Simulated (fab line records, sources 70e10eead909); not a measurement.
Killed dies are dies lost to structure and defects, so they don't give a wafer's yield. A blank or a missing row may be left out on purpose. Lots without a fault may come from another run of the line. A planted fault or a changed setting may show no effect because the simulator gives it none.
A struck lot beside a sound one | flow nand_harc | 13 steps out of a route of 1159
Sound: wafers L562.1, L562.2, L562.3. Struck: wafers L571.3, L571.4, L571.6. The cause comes at the end.
At each step with rows: each side's tool, then ch and its chambers, then its first start. Under that, the readings that differ: sound wafers | struck wafers | difference of the means | sigmas: that difference in standard deviations of wafers without a fault.
alike: readings whose means differ by less than 2 such deviations, and words and numbers that are the same on both sides. not compared: withheld readings, readings that some wafer has no value for, bounds like >300 that may hide the same value, and numbers for which the record gives no deviation and whose values overlap.
The two part at a step that has a row with sigmas, a row that says differs or no value, or rows on one side only. Numbers that don't overlap but have no deviation are shown without sigmas and don't part them. A reading that every wafer of one side lacks parts them only if that side has two wafers or more.

NHARC_P_M2_DEGAS_29: time 60 s.
  sound on pvd_sputter-02, day 6 00:50; struck on pvd_sputter-02, day 8 15:16
  alike: heater_power_w
then, 1 step without rows for these wafers: NHARC_P_M2_PRE_CLEAN_30 (time 30 s).
NHARC_P_M2_PVD_20: deposits TaN, target thk 5 nm, time 8.06 s.
  sound on pvd_sputter-02; struck on pvd_sputter-02
  alike: throttle_valve_pct
NHARC_P_M2_PVD_21: deposits Cu, target thk 30 nm, time 20.49 s.
  sound on pvd_sputter-02; struck on pvd_sputter-02
  alike: throttle_valve_pct
then, 3 steps without rows for these wafers: NHARC_P_M2_ECD_22 (material Cu, target thk 400 nm); NHARC_P_M2_ANNEAL_31 (time 90 s); NHARC_P_M2_CMP_23 (polishes, t overpolish 20 s, target thk 144.3 nm).
NHARC_P_M2_THK_MEAS_24: measures by xrf.
  sound on film_metro-02, day 6 02:14; struck on film_metro-02, day 8 17:15
  alike: thk_nm
then, 1 step without rows for these wafers: NHARC_P_M2_SRD_25.
NHARC_P_M2_INSPECT_27:
  sound on defect_inspect-02, day 6 02:23; struck on defect_inspect-02, day 8 17:25
  alike: raw_defect_count
NHARC_P_M2_PRE_CLEAN_32: time 12 s.
  sound on pecvd-01 ch 0,1,2, day 6 02:28; struck on pecvd-02 ch 0,1,2, day 8 17:29
  alike: heater_power_w
NHARC_P_M2_DEP_33: deposits SiCN, target thk 30 nm.
  sound on pecvd-01 ch 0,1,2, day 6 02:32; struck on pecvd-02 ch 0,1,2, day 8 17:36
  no value came back on the struck wafers for chamber_pressure_Torr (Torr), heater_power_outer_w (W), heater_power_w (W); on the sound wafers chamber_pressure_Torr (Torr) reads 3.003 3.009 2.989
NHARC_P_BONDPAD_DEP_00: deposits SiCN, target thk 250 nm.
  sound on pecvd-01 ch 0,1,2; struck on pecvd-01 ch 0,1, day 8 18:05
  alike: chamber_pressure_Torr, heater_power_outer_w, heater_power_w

WHERE THEY PART
Only at NHARC_P_M2_DEP_33, within this record. Later steps at which nothing parts them and some readings are alike: NHARC_P_BONDPAD_DEP_00.

WHY: what the simulator had put in
Skipped step whole: pecvd-02, from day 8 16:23 on, at NHARC_P_M2_DEP_33. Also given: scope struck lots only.
